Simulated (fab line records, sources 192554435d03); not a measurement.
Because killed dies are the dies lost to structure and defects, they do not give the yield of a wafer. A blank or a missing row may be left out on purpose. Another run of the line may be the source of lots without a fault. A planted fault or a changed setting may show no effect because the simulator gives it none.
Matching of chambers ; flow n5_finfet ; N5_BEOL_M8_ETCH_72 on rie_diel-06: 4 sister chambers
The step etches underlayer in N2/H2, target depth 6.5 nm, time 5.2 s. 4 wafers are shown with their chamber, then 8 later ones without.

== WAFERS WITH THEIR CHAMBER ==
wafer;chamber;drypump_motor_current_A (A)
L086.3;3;6.6
L086.4;1;4.9
L086.5;0;6.2
L091.1;2;5.5

== WAFERS WITHOUT THEIR CHAMBER ==
wafer;drypump_motor_current_A (A)
L091.2;6.6
L091.3;6.2
L093.2;4.9
L093.3;6.3
L093.4;5.4
L097.2;6.6
L097.4;5.5
L097.5;6.6

== WHICH CHAMBER EACH WENT THROUGH ==
wafer;from the rows above;in truth
L091.2;3;3
L091.3;0;0
L093.2;1;1
L093.3;0;0
L093.4;2;2
L097.2;3;3
L097.4;2;2
L097.5;3;3
Placed correctly: 8 of 8. Can't be placed from these rows: 0. 0 placed wrongly.
How it was worked out, from the rows above alone: a wafer's distance from a chamber is the root of the sum, over the readings, of the square of ((its reading less the chamber's mean) divided by the reading's scatter). If the next closest chamber is less than 2 further off than the closest, the wafer can't be placed; otherwise it belongs to the closest. For every chamber, the mean is computed from those of its wafers that are shown. The scatter: root of mean squared gap, hidden wafer to nearest shown wafer, with one shown wafer a chamber.
